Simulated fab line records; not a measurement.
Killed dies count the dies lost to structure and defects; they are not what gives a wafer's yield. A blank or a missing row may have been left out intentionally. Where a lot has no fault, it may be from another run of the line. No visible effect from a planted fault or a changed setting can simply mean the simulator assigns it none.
fab line records	flow n5-finfet
record: lots: 7	wafers: 39
route steps=1938 shown BEOL_M0_SAQP@676 BEOL_M0_CUTY@711 BEOL_M0@715 BEOL_M3@931 BEOL_M5@1191
start-h: start of the lot's first displayed wafer, in hours after the record's first day	wait-h: how many hours have passed since the lot's step before this one	" the same as in the row above	L1.1+2: several wafers, shown together as one row	- no value, or no start given	* or withheld: withheld	< > ~ a bound
route shown NAME@n: names a module that has steps shown in the file, with the first one's number in the route	usual: mean and standard deviation over wafers with no fault	same: alike in all rows	chamber/n: place in a boat	sites: each site's reading	_std_site: their standard deviation	_edge_site: the outer-site mean with the inner-site mean subtracted	radius-mm: for every site, how far away it sits from the centre of the wafer	mask NAME#n: copy n	behind: the tool/chamber that last shaped the wafer	hold: why the lot was held/for how many hours/how that ended	device: which transistor (n, p or np) failed to switch	end of line: at the end of the route, the tests of the same wafers	step lacking rows: just its recipe	killed: not the wafer's yield, but the dies lost to structure and defects at the first sort	map: shows each die of a wafer: x if killed, . if not, _ if none is there
set.NAME: the setting that was run; set.NAME@STEP: the one run at that earlier step	model.NAME: the simulator's own value behind a step, which no gauge read
lots where settings were altered on purpose, with a table for each step and a row for each wafer
== steps ==
step: N5_BEOL_M0_SAQP_SPACER2_ALD_26
recipe: material: SiO2	target-thk-a: 150	temp-c: 300	ald-precursor-family: BDEAS	ald-co-reactant: O2-plasma	pulse-time-s: 1	purge-time-s: 2	co-reactant-purge-time-s: 2	pressure-torr: 2
lot.wafer	tool	chamber	start-h	wait-h	set.target-thk-a	model.SiO2_of_BEOL_M0_SAQP_SPACER2_ALD_26.thk-nm
L077.1+2+3+5+6	ald-sin-04	1,0,2,1,2	134.86	0.1	150	15
L077.4	"	0	"	"	150	14.8
L078.1	ald-sin-02	2	143.25	0.1	150	15.2
L078.2+6	"	1,2	"	"	239.6	24
L078.3+5	"	0,1	"	"	150	15
L078.4	"	3	"	"	239.6	24.2
L079.3+4	ald-sin-01	0,2	146.42	0.1	150	15
L079.5	"	1	"	"	150	15.2
L081.1+3	ald-sin-04	3,1	183.07	1.7	82.94	8.4
L081.2+4+6	"	0,2,3	"	"	150	15
L081.5	"	2	"	"	82.94	8.2
L086.1+4	ald-sin-02	3,1	190.18	1.7	150	15
L086.2+5+6	"	2,2,1	"	"	101.4	10.2
L086.3	"	0	"	"	150	15.2
L087.1+2+6	ald-sin-01	1,2,1	192.60	0.5	150	15
L087.3+5	"	3,2	"	"	112.3	11.4
L087.4	"	3	"	"	112.3	11.2
L096.1+2	ald-sin-04	2,0	261.34	0.4	88.33	8.8
L096.3+5+6	"	3,0,3	"	"	150	15
L096.4	"	1	"	"	88.33	9
step: N5_BEOL_M0_SAQP_SPACER2_ETCHBACK_27
recipe: chemistry: CHF3/O2	mode: anisotropic-etchback	target: SiO2	target-depth-a: 225	time-s: 11.25	pressure-mtorr: 30	source-w: 650	bias-w: 170	Ar_flow_sccm: 200	CHF3_flow_sccm: 50	O2_flow_sccm: 5	ion-energy-ev: 200
step: N5_BEOL_M0_SAQP_MANDREL2_REMOVE_110
recipe: chemistry: HBr/Cl2/O2	bt-time-s: 10	target: a-Si	stop-on: SiCN	endpoint: OES-SiCl	over-etch-frac: 1	icp-w: 600	bias-w: 30	HBr_flow_sccm: 150	Cl2_flow_sccm: 80	O2_flow_sccm: 5	pressure-mtorr: 10
lot.wafer	tool	chamber	start-h	wait-h	set.target-thk-a@BEOL_M0_SAQP_SPACER2_ALD_26	model.BEOL_M0_SAQP.cd-nm
L077.1+3+6	rie-si-05	2,3,1	135.49	0.1	150	15
L077.2+4+5	"	0,1,0	"	"	150	14.8
L078.1+3	rie-si-01	3,2	143.88	0.1	150	15
L078.2	"	1	"	"	239.6	23.8
L078.4+6	"	0,1	"	"	239.6	24
L078.5	"	2	"	"	150	14.8
L079.3+5	rie-si-04	1,3	147.07	0.1	150	15.2
L079.4	"	2	"	"	150	15
L081.1+3+5	rie-si-05	0,3,0	183.71	0.1	82.94	8.2
L081.2+4+6	"	1,2,1	"	"	150	15
L086.1	rie-si-05	3	190.96	0.1	150	15
L086.2+6	"	1,2	"	"	101.4	10.2
L086.3	"	2	"	"	150	15.2
L086.4	"	0	"	"	150	14.8
L086.5	"	1	"	"	101.4	10
L087.1	rie-si-04	0	193.24	0.1	150	14.8
L087.2	"	3	"	"	150	15.2
L087.3+4+5	"	1,2,2	"	"	112.3	11.4
L087.6	"	3	"	"	150	15
L096.1	rie-si-05	0	261.97	0.1	88.33	8.8
L096.2	"	3	"	"	88.33	8.6
L096.3	"	1	"	"	150	15
L096.4	"	2	"	"	88.33	9
L096.5	"	3	"	"	150	14.8
L096.6	"	2	"	"	150	15.2
step: N5_BEOL_M0_SAQP_CD_MEAS_29
recipe: target-cd-nm: 14.4	landing-energy-ev: 1000	detector: se-inlens
usual: cd-nm: 14.97/0.26
lot.wafer	tool	chamber	start-h	wait-h	set.target-thk-a@BEOL_M0_SAQP_SPACER2_ALD_26	cd-nm
L077.1	cd-sem-03	0	135.60	0.1	150	14.79
L077.2	"	0	"	"	150	15.23
L077.3	"	0	"	"	150	14.74
L077.4	"	0	"	"	150	15.13
L077.5	"	0	"	"	150	14.77
L077.6	"	0	"	"	150	14.91
L078.1	cd-sem-01	0	143.99	0.1	150	15.07
L078.2	"	0	"	"	239.6	23.92
L078.3	"	0	"	"	150	15.15
L078.4	"	0	"	"	239.6	23.98
L078.5	"	0	"	"	150	14.80
L078.6	"	0	"	"	239.6	24.03
L079.3	cd-sem-01	0	147.18	0.1	150	15.23
L079.4	"	0	"	"	150	15.15
L079.5	"	0	"	"	150	15.46
L081.1	cd-sem-02	0	183.82	0.1	82.94	8.15
L081.2	"	0	"	"	150	15.34
L081.3	"	0	"	"	82.94	8.27
L081.4	"	0	"	"	150	15.05
L081.5	"	0	"	"	82.94	8.50
L081.6	"	0	"	"	150	15.01
L086.1	cd-sem-03	0	191.07	0.1	150	14.72
L086.2	"	0	"	"	101.4	10.03
L086.3	"	0	"	"	150	15.07
L086.4	"	0	"	"	150	14.81
L086.5	"	0	"	"	101.4	10.22
L086.6	"	0	"	"	101.4	9.63
L087.1	cd-sem-01	0	193.35	0.1	150	14.79
L087.2	"	0	"	"	150	15.43
L087.3	"	0	"	"	112.3	11.72
L087.4	"	0	"	"	112.3	11.37
L087.5	"	0	"	"	112.3	11.36
L087.6	"	0	"	"	150	14.82
L096.1	cd-sem-03	0	262.08	0.1	88.33	8.81
L096.2	"	0	"	"	88.33	8.56
L096.3	"	0	"	"	150	15.24
L096.4	"	0	"	"	88.33	8.98
L096.5	"	0	"	"	150	14.73
L096.6	"	0	"	"	150	14.97
step: N5_BEOL_M0_SAQP_COAT_69
recipe: resist: SOC	temp-c: 250	time-s: 60	spin-rpm: 1500	resist-thk-nm: 90
step: N5_BEOL_M0_SAQP_COAT_72
recipe: resist: SiARC	temp-c: 220	time-s: 60	spin-rpm: 1500	resist-thk-nm: 15
step: N5_BEOL_M0_CUTY_DESCUM_61
recipe: chemistry: O2	time-s: 7.9	source-power-w: 50	bias-power-w: 20	pressure-mtorr: 20	rf-frequency-hz: 2.712e+07	temp-c: 40	resist: CAR-ArF-block	o2-flow-sccm: 225
step: N5_BEOL_M0_CUTY_ETCH_62
recipe: chemistry: CF4	target: SiARC	mask-material: CAR-ArF-block	time-s: 58.5	ion-energy-ev: 80	pressure-mtorr: 40	source-w: 545	bias-w: 36	Ar_flow_sccm: 100	cf4-flow-sccm: 100	ends: cleared
step: N5_BEOL_M0_CUTY_ETCH_63
recipe: chemistry: N2/H2	target: SOC	target-depth-a: 827	overetch-a: 165	mask-material: SiARC	temp-c: 40	ion-energy-ev: 200	time-s: 124	pressure-mtorr: 30	source-w: 840	bias-w: 150	n2-flow-sccm: 200	h2-flow-sccm: 200
lot.wafer	tool	chamber	start-h	wait-h	set.target-thk-a@BEOL_M0_SAQP_SPACER2_ALD_26	model.SiO2_of_BEOL_M0_SAQP_SPACER2_ALD_26.thk-nm
L077.1+2+5+6	rie-diel-03	1,3,0,3	137.51	0.0	150	7
L077.3	"	2	"	"	150	7.2
L077.4	"	0	"	"	150	6.8
L078.1+3+5	rie-diel-02	1,0,2	146.36	0.0	150	7.2
L078.2	"	2	"	"	239.6	16
L078.4+6	"	3	"	"	239.6	16.4
L079.3+4	rie-diel-03	1,0	149.25	0.0	150	7
L079.5	"	3	"	"	150	7.2
L081.1+3+5	rie-diel-02	3,2,3	185.72	0.0	82.94	1.8
L081.2+4	"	0	"	"	150	7
L081.6	"	2	"	"	150	7.2
L086.1	rie-diel-03	3	193.35	0.0	150	7
L086.2+5+6	"	0,3,0	"	"	101.4	2.6
L086.3+4	"	1,2	"	"	150	7.2
L087.1+2+6	rie-diel-01	3,2,2	195.50	0.0	150	7
L087.3+4	"	0,1	"	"	112.3	3.2
L087.5	"	3	"	"	112.3	3.4
L096.1+2	rie-diel-01	3,1	264.19	0.0	88.33	2
L096.3+5	"	0,3	"	"	150	7
L096.4	"	2	"	"	88.33	2.2
L096.6	"	2	"	"	150	7.2
step: N5_BEOL_M0_CUTY_STRIP_64
recipe: chemistry: N2/H2	temp-c: 40	n2-flow-sccm: 200	h2-flow-sccm: 200	rf-frequency-hz: 6e+07
step: N5_BEOL_M0_ETCH_138
recipe: chemistry: CH3F/O2	target-depth-a: 120	target: SiCN	time-s: 31.6	ion-energy-ev: 120	pressure-mtorr: 30	source-w: 395	bias-w: 75	Ar_flow_sccm: 150	CH3F_flow_sccm: 30	O2_flow_sccm: 20	ends: cleared
lot.wafer	tool	chamber	start-h	wait-h	set.target-thk-a@BEOL_M0_SAQP_SPACER2_ALD_26	model.SiO2_of_BEOL_M0_SAQP_SPACER2_ALD_26.thk-nm
L077.1	rie-diel-03	1	137.63	0.0	150	5.2
L077.2+3+5+6	"	3,2,0,3	"	"	150	5
L077.4	"	0	"	"	150	4.8
L078.1+3+5	rie-diel-02	1,0,2	146.49	0.0	150	5.2
L078.2	"	2	"	"	239.6	14.2
L078.4+6	"	3	"	"	239.6	14.4
L079.3+4+5	rie-diel-03	1,0,3	149.37	0.0	150	5
L081.1+5	rie-diel-02	3	185.84	0.0	82.94	0.8
L081.2+4	"	0	"	"	150	5
L081.3	"	2	"	"	82.94	1
L081.6	"	2	"	"	150	5.2
L086.1+3	rie-diel-03	3,1	193.47	0.0	150	5.2
L086.2+5+6	"	0,3,0	"	"	101.4	1.2
L086.4	"	2	"	"	150	5
L087.1+2	rie-diel-01	3,2	195.62	0.0	150	5.2
L087.3+4+5	"	0,1,3	"	"	112.3	1.6
L087.6	"	2	"	"	150	5
L096.1+2+4	rie-diel-01	3,1,2	264.31	0.0	88.33	1
L096.3+5+6	"	0,3,2	"	"	150	5
step: N5_BEOL_M0_HM_OPEN_105
recipe: chemistry: Cl2/BCl3	target-depth-a: 120	target: TiN	ion-energy-ev: 150	pressure-mtorr: 10	icp-w: 1000	bias-w: 126	Cl2_flow_sccm: 53.25	bcl3-flow-sccm: 21.75	Ar_flow_sccm: 25
lot.wafer	tool	chamber	start-h	wait-h	set.target-thk-a@BEOL_M0_SAQP_SPACER2_ALD_26	model.SiO2_of_BEOL_M0_SAQP_SPACER2_ALD_26.thk-nm
L077.1+2+3	rie-metal-03	1,0,1	137.74	0.1	150	2.8
L077.4	"	0	"	"	150	2.4
L077.5+6	"	1,0	"	"	150	2.6
L078.1+3+5	rie-metal-02	0,1,0	147.70	1.2	150	2.8
L078.2	"	1	"	"	239.6	11.6
L078.4+6	"	0,1	"	"	239.6	11.8
L079.3+4+5	rie-metal-01	1,0,0	151.20	1.8	150	2.6
L081.1+3+5	rie-metal-02	1	185.94	0.1	82.94	0.4
L081.2+4	"	1	"	"	150	2.6
L081.6	"	1	"	"	150	2.8
L086.1	rie-metal-01	0	193.59	0.1	150	2.8
L086.2+5+6	"	1,0,1	"	"	101.4	0.6
L086.3+4	"	1,0	"	"	150	2.6
L087.1+2	rie-metal-01	0,1	195.72	0.1	150	2.8
L087.3+4+5	"	1,0,1	"	"	112.3	0.8
L087.6	"	0	"	"	150	2.6
L096.1+2+4	rie-metal-01	1,0,1	265.15	0.8	88.33	0.4
L096.3	"	0	"	"	150	2.4
L096.5+6	"	0,1	"	"	150	2.6
step: N5_BEOL_M3_ILD_DEP_00
recipe: material: SiOC	target-thk-a: 790	temp-c: 350	precursor: DEMS/O2	pressure-torr: 5	rf-w: 500	time-s: 15.3
lot.wafer	tool	chamber	start-h	wait-h	set.time-s	model.SiOC_of_BEOL_M3_ILD_DEP_00.thk-nm
L077.1	pecvd-02	1	160.29	0.0	15.3	79.6
L077.2	"	2	"	"	15.3	80.6
L077.3	"	0	"	"	15.3	79
L077.4	"	1	"	"	7.656	40.8
L077.5	"	0	"	"	7.656	41.2
L077.6	"	2	"	"	7.656	42
L078.1	pecvd-03	2	171.22	0.0	15.3	80.4
L078.2	"	1	"	"	15.3	79.4
L078.3	"	1	"	"	15.3	79.8
L078.4	"	2	"	"	15.3	81.2
L078.5	"	1	"	"	15.3	80.6
L078.6	"	2	"	"	15.3	80.8
L079.3	pecvd-02	2	175.63	0.0	15.3	79
L079.4	"	0	"	"	15.3	79.2
L079.5	"	1	"	"	15.3	80
L081.1	pecvd-04	0	207.87	0.0	15.3	78
L081.2	"	1	"	"	15.3	77.4
L081.3	"	2	"	"	15.3	77.8
L081.4	"	1	"	"	21.77	112.2
L081.5	"	0	"	"	21.77	112.8
L081.6	"	2	"	"	21.77	110.8
L086.1	pecvd-04	2	222.31	0.0	6.379	32.8
L086.2	"	1	"	"	15.3	77.6
L086.3	"	0	"	"	6.379	33
L086.4	"	2	"	"	15.3	80
L086.5	"	1	"	"	6.379	34.2
L086.6	"	0	"	"	15.3	80.6
L087.1	pecvd-02	1	222.56	0.0	21.12	108
L087.2+6	"	0	"	"	15.3	78.8
L087.3	"	0	"	"	21.12	108.8
L087.4	"	1	"	"	15.3	78.2
L087.5	"	1	"	"	21.12	108.4
L096.1	pecvd-03	2	288.46	0.0	15.3	79.2
L096.2	"	1	"	"	15.3	78.8
L096.3	"	0	"	"	15.3	79.4
L096.4	"	1	"	"	15.3	80
L096.5	"	2	"	"	15.3	81
L096.6	"	0	"	"	15.3	79.8
step: N5_BEOL_M3_THK_MEAS_01
recipe: reads: SiOC_of_BEOL_M3_ILD_DEP_00
usual: M3_ILD_THK: 79.0/1.2
lot.wafer	tool	chamber	start-h	wait-h	set.time-s@BEOL_M3_ILD_DEP_00	M3_ILD_THK[nm]
L077.1	film-metro-02	-	160.36	0.0	15.3	79.6
L077.2	"	-	"	"	15.3	80.6
L077.3	"	-	"	"	15.3	79.1
L077.4	"	-	"	"	7.656	40.9
L077.5	"	-	"	"	7.656	41.2
L077.6	"	-	"	"	7.656	42.0
L078.1	film-metro-02	-	171.31	0.1	15.3	80.4
L078.2	"	-	"	"	15.3	79.3
L078.3	"	-	"	"	15.3	79.7
L078.4	"	-	"	"	15.3	81.2
L078.5	"	-	"	"	15.3	80.6
L078.6	"	-	"	"	15.3	80.9
L079.3	film-metro-02	-	175.70	0.1	15.3	79.1
L079.4	"	-	"	"	15.3	79.2
L079.5	"	-	"	"	15.3	79.9
L081.1	film-metro-01	-	207.93	0.0	15.3	78.1
L081.2	"	-	"	"	15.3	77.4
L081.3	"	-	"	"	15.3	77.8
L081.4	"	-	"	"	21.77	112.0
L081.5	"	-	"	"	21.77	112.8
L081.6	"	-	"	"	21.77	110.7
L086.1	film-metro-02	-	222.37	0.0	6.379	32.8
L086.2	"	-	"	"	15.3	77.7
L086.3	"	-	"	"	6.379	32.9
L086.4	"	-	"	"	15.3	79.9
L086.5	"	-	"	"	6.379	34.2
L086.6	"	-	"	"	15.3	80.6
L087.1	film-metro-01	-	222.65	0.1	21.12	108.1
L087.2	"	-	"	"	15.3	78.8
L087.3	"	-	"	"	21.12	108.9
L087.4	"	-	"	"	15.3	78.2
L087.5	"	-	"	"	21.12	108.5
L087.6	"	-	"	"	15.3	78.9
L096.1	film-metro-02	-	288.52	0.0	15.3	79.3
L096.2	"	-	"	"	15.3	78.8
L096.3	"	-	"	"	15.3	79.3
L096.4	"	-	"	"	15.3	80.0
L096.5	"	-	"	"	15.3	80.9
L096.6	"	-	"	"	15.3	79.8
step: N5_BEOL_M5_DEP_56
recipe: material: SiCN	target-thk-a: 80	temp-c: withheld	precursor: 3MS/NH3	pressure-torr: 3	rf-w: 202	time-s: 14
lot.wafer	tool	chamber	start-h	wait-h	set.target-thk-a	model.SiCN_of_BEOL_M5_DEP_56.thk-nm
L077.1+3	pecvd-04	2,0	195.31	0.0	80	8
L077.2	"	1	"	"	51.63	5
L077.4+6	"	1,0	"	"	51.63	5.2
L077.5	"	2	"	"	80	8.2
L078.1+2+3+4+6	pecvd-02	1,0,1,0,0	204.33	0.0	80	7.8
L078.5	"	1	"	"	80	8
L079.3+5	pecvd-02	0	206.60	0.0	80	7.8
L079.4	"	1	"	"	80	8
L081.1	pecvd-01	0	238.35	0.0	43.75	4.4
L081.2+5	"	2,0	"	"	43.75	4.6
L081.3+6	"	1	"	"	80	8
L081.4	"	2	"	"	80	8.2
L086.1	pecvd-04	0	262.08	0.0	80	8
L086.2	"	2	"	"	47.5	4.8
L086.3	"	1	"	"	47.5	5
L086.4	"	1	"	"	80	8.4
L086.5	"	2	"	"	47.5	4.6
L086.6	"	0	"	"	80	8.2
L087.1	pecvd-04	0	269.69	0.0	80	8
L087.2	"	2	"	"	80	7.6
L087.3	"	1	"	"	122.5	12
L087.4	"	0	"	"	80	8.2
L087.5	"	1	"	"	122.5	12.4
L087.6	"	2	"	"	122.5	12.2
L096.1+3	pecvd-04	2,0	329.57	0.0	80	8
L096.2+5	"	1,2	"	"	125.9	12.6
L096.4	"	1	"	"	125.9	12.8
L096.6	"	0	"	"	80	8.2
== key ==
split: step: N5_BEOL_M0_SAQP_SPACER2_ALD_26	setting: target-thk-a	stated: 150	by: wafer
response: step: N5_BEOL_M0_SAQP_SPACER2_ALD_26	reading: model.SiO2_of_BEOL_M0_SAQP_SPACER2_ALD_26.thk-nm	change: +0.15	per: 1%	r: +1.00
response: step: N5_BEOL_M0_SAQP_MANDREL2_REMOVE_110	reading: model.BEOL_M0_SAQP.cd-nm	change: +0.15	per: 1%	r: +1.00
response: step: N5_BEOL_M0_SAQP_CD_MEAS_29	reading: cd-nm	change: +0.15	per: 1%	r: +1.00
response: step: N5_BEOL_M0_CUTY_ETCH_63	reading: model.SiO2_of_BEOL_M0_SAQP_SPACER2_ALD_26.thk-nm	change: +0.137	per: 1%	r: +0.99
response: step: N5_BEOL_M0_ETCH_138	reading: model.SiO2_of_BEOL_M0_SAQP_SPACER2_ALD_26.thk-nm	change: +0.125	per: 1%	r: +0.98
response: step: N5_BEOL_M0_HM_OPEN_105	reading: model.SiO2_of_BEOL_M0_SAQP_SPACER2_ALD_26.thk-nm	shape: bent	at-lowest: 0.4	at-stated: 2.667	at-highest: 11.73
split: step: N5_BEOL_M3_ILD_DEP_00	setting: time-s	stated: 15.3	by: wafer
response: step: N5_BEOL_M3_ILD_DEP_00	reading: model.SiOC_of_BEOL_M3_ILD_DEP_00.thk-nm	change: +0.787	per: 1%	r: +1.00
response: step: N5_BEOL_M3_THK_MEAS_01	reading: M3_ILD_THK	change: +0.787	per: 1%	r: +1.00
split: step: N5_BEOL_M5_DEP_56	setting: target-thk-a	stated: 80	by: wafer
response: step: N5_BEOL_M5_DEP_56	reading: model.SiCN_of_BEOL_M5_DEP_56.thk-nm	change: +0.0806	per: 1%	r: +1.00
